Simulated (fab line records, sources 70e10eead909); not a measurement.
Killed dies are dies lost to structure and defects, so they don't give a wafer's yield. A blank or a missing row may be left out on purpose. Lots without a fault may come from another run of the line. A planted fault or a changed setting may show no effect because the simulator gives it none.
Which tool did it? | flow nand_harc | 11 lots, 33 wafers sampled, at 5 steps of a route of 1159

WHAT THE GAUGES READ, wafer by wafer
NHARC_END_SORT_01.
lot  | measured     | on        | killed_at_array
L984 | day 20 01:04 | prober-01 | 22 33 29
L993 | day 22 16:40 | prober-02 | 37 668 28
L994 | day 22 21:49 | prober-01 | 30 37 649
L995 | day 23 20:25 | prober-01 | 51 42 32

WHICH TOOL RAN EACH LOT (tool, then ch and the chambers of the sampled wafers, then the start)
lot  | NHARC_A_STAIRCASE_ETCH_170                    | NHARC_A_STAIRCASE_STRIP_171          | NHARC_A_STAIRCASE_ETCH_13          | NHARC_A_STAIRCASE_TRIM_16
L982 | rie_diel-11 ch 1,3, day 10 23:59 or earlier   | plasma_asher-01 ch 0,1, day 10 23:59 | rie_diel-02 ch 1,2,3, day 11 01:46 | rie_diel-02 ch 0,2,3, no start
L984 | rie_diel-11 ch 0,2, day 11 00:15 or earlier   | plasma_asher-01 ch 0,1, day 11 00:15 | rie_diel-02 ch 0,2, day 11 02:05   | rie_diel-02 ch 0,2,3, day 20 01:04 or earlier
L983 | rie_diel-11 ch 0,1,2, day 11 00:30 or earlier | plasma_asher-02 ch 0,1, day 11 00:30 | rie_diel-03 ch 0,1,3, day 11 02:41 | rie_diel-03 ch 1,2,3, no start
L993 | rie_diel-03 ch 0,1,2, day 14 05:19 or earlier | plasma_asher-02 ch 0,1, day 14 05:19 | rie_diel-11 ch 0,1,2, day 14 07:04 | rie_diel-11 ch 0,2,3, day 22 16:40 or earlier
L994 | rie_diel-03 ch 0,2, day 14 09:46 or earlier   | plasma_asher-01 ch 0, day 14 09:46   | rie_diel-11 ch 0,1,2, day 14 11:33 | rie_diel-11 ch 0,1,2, day 22 21:49 or earlier
L995 | rie_diel-11 ch 1,2,3, day 14 17:16 or earlier | plasma_asher-02 ch 0,1, day 14 17:16 | rie_diel-03 ch 1,2,3, day 14 21:51 | rie_diel-03 ch 1,2,3, day 23 20:25 or earlier
L999 | rie_diel-03 ch 1,2, day 15 00:02 or earlier   | plasma_asher-01 ch 0,1, day 15 00:02 | rie_diel-03 ch 0,1,2, day 15 01:47 | rie_diel-03 ch 0,2,3, no start
L101 | rie_diel-11 ch 0,2,3, day 15 09:43 or earlier | plasma_asher-02 ch 0,1, day 15 09:43 | rie_diel-03 ch 0,3, day 15 11:24   | rie_diel-03 ch 0,2,3, no start
L103 | rie_diel-02 ch 0,3, day 15 12:18 or earlier   | plasma_asher-02 ch 0,1, day 15 12:18 | rie_diel-03 ch 0,1, day 15 13:56   | rie_diel-03 ch 1,2,3, no start
L104 | rie_diel-02 ch 0,2,3, day 16 11:55 or earlier | plasma_asher-01 ch 0,1, day 16 11:55 | rie_diel-03 ch 1,2,3, day 16 13:41 | rie_diel-03 ch 0,2,3, no start
L105 | rie_diel-11 ch 0,1,2, day 16 20:54 or earlier | plasma_asher-01 ch 0,1, day 16 20:54 | rie_diel-03 ch 1,2,3, day 16 22:35 | rie_diel-03 ch 0,1,2, no start
- NHARC_A_STAIRCASE_ETCH_170: etches the open film in C4F6/O2, target depth 200 nm, time 66.667 s.
- NHARC_A_STAIRCASE_STRIP_171: strips in O2.
- NHARC_A_STAIRCASE_ETCH_13: etches the open film in C4F8/O2, target depth 100 nm, time 40.5 s.
- NHARC_A_STAIRCASE_TRIM_16: chemistry O2, time 211.2 s.

THE ANSWER, worked out from the rows above alone
Rule: what is usual is taken from the lots themselves. Put in order of their means at a reading, lots are off if they are a third of the lots or fewer, leave a main group of 4 or more, and stand apart from it by a gap of 3 or more times the standard deviation of the main group's means; of several such gaps the widest counts. A main group whose means are all the same, to the digits that the tables above print for the reading, isn't used. A lot without any number at a reading at which 4 lots or more have one is off too. The other lots that the step has rows for count as sound.
No lot is off at any reading shown: from this, nothing can be told.

WHAT THE SIMULATOR HAD PUT IN
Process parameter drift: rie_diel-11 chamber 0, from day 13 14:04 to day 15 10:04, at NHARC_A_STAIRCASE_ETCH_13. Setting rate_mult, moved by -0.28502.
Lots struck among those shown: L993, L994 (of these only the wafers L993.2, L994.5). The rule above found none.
